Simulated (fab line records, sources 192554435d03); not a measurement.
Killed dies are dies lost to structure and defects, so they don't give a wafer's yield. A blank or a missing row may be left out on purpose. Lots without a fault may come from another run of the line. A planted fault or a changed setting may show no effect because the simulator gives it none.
Chamber matching | flow n5_finfet | N5_ILD0_CMP_03 on cmp-02: 4 sister chambers
The step polishes, stops on SiNx, t overpolish 1.9 s, target thk 197.38 nm. 14 wafers are shown with their chamber, then 7 later ones without.

WAFERS WITH THEIR CHAMBER
wafer  | chamber | motor_current_A (A) | time_to_endpoint_s (s) | platen_rpm (rpm)
L074.3 | 3       | 13.4                | 70.5                   | 51.82
L074.4 | 1       | 11.1                | 68.7                   | 51.87
L074.5 | 1       | 11.2                | 68.8                   | 51.82
L078.1 | 1       | 11.3                | 67.1                   | 51.82
L078.4 | 0       | 9.4                 | 69.8                   | 51.76
L078.5 | 0       | 9.3                 | 67.4                   | 51.78
L080.1 | 1       | 11.2                | 70.5                   | 51.77
L080.3 | 3       | 14.0                | 74.4                   | 51.79
L080.5 | 2       | 15.2                | 72.8                   | 51.77
L085.2 | 0       | 9.5                 | 65.9                   | 51.75
L085.4 | 2       | 16.0                | 70.4                   | 51.84
L085.6 | 0       | 9.6                 | 64.5                   | 51.79
L089.2 | 1       | 11.0                | 68.9                   | 51.79
L089.3 | 0       | 9.8                 | 66.1                   | 51.77

SIGNATURES (means of the wafers above)
reading            | chamber 0 | chamber 1 | chamber 2 | chamber 3 | scatter within a chamber
motor_current_A    | 9.520     | 11.160    | 15.600    | 13.700    | 0.265
time_to_endpoint_s | 66.740    | 68.800    | 71.600    | 72.450    | 1.79
platen_rpm         | 51.7700   | 51.8140   | 51.8050   | 51.8050   | 0.031
Rule: a wafer's distance from a chamber is the root of the sum, over the readings, of the square of ((its reading less the chamber's mean) divided by the reading's scatter). The wafer belongs to the nearest chamber; if the next one is less than 2 further off, it can't be placed. The scatter: the root of (the sum of the squares of (reading less its chamber's mean) over the shown wafers, divided by (wafers less chambers)).

WAFERS WITHOUT THEIR CHAMBER
wafer  | motor_current_A (A) | time_to_endpoint_s (s) | platen_rpm (rpm)
L089.5 | 9.4                 | 67.8                   | 51.81
L092.2 | 13.7                | 73.5                   | 51.78
L092.3 | 15.2                | 69.9                   | 51.86
L092.5 | 14.4                | 72.8                   | 51.77
L094.1 | 9.6                 | 67.1                   | 51.76
L094.3 | 13.6                | 71.8                   | 51.79
L094.4 | 15.2                | 72.4                   | 51.83

WHICH CHAMBER EACH WENT THROUGH
wafer  | from the rows above     | in truth
L089.5 | 0                       | 0
L092.2 | 3                       | 3
L092.3 | 2                       | 2
L092.5 | can't be placed: 3 or 2 | 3
L094.1 | 0                       | 0
L094.3 | 3                       | 3
L094.4 | 2                       | 2
Placed correctly: 6 of 7. Can't be placed from these rows: 1 (the true chamber is among the candidates in 1). Placed wrongly: 0.
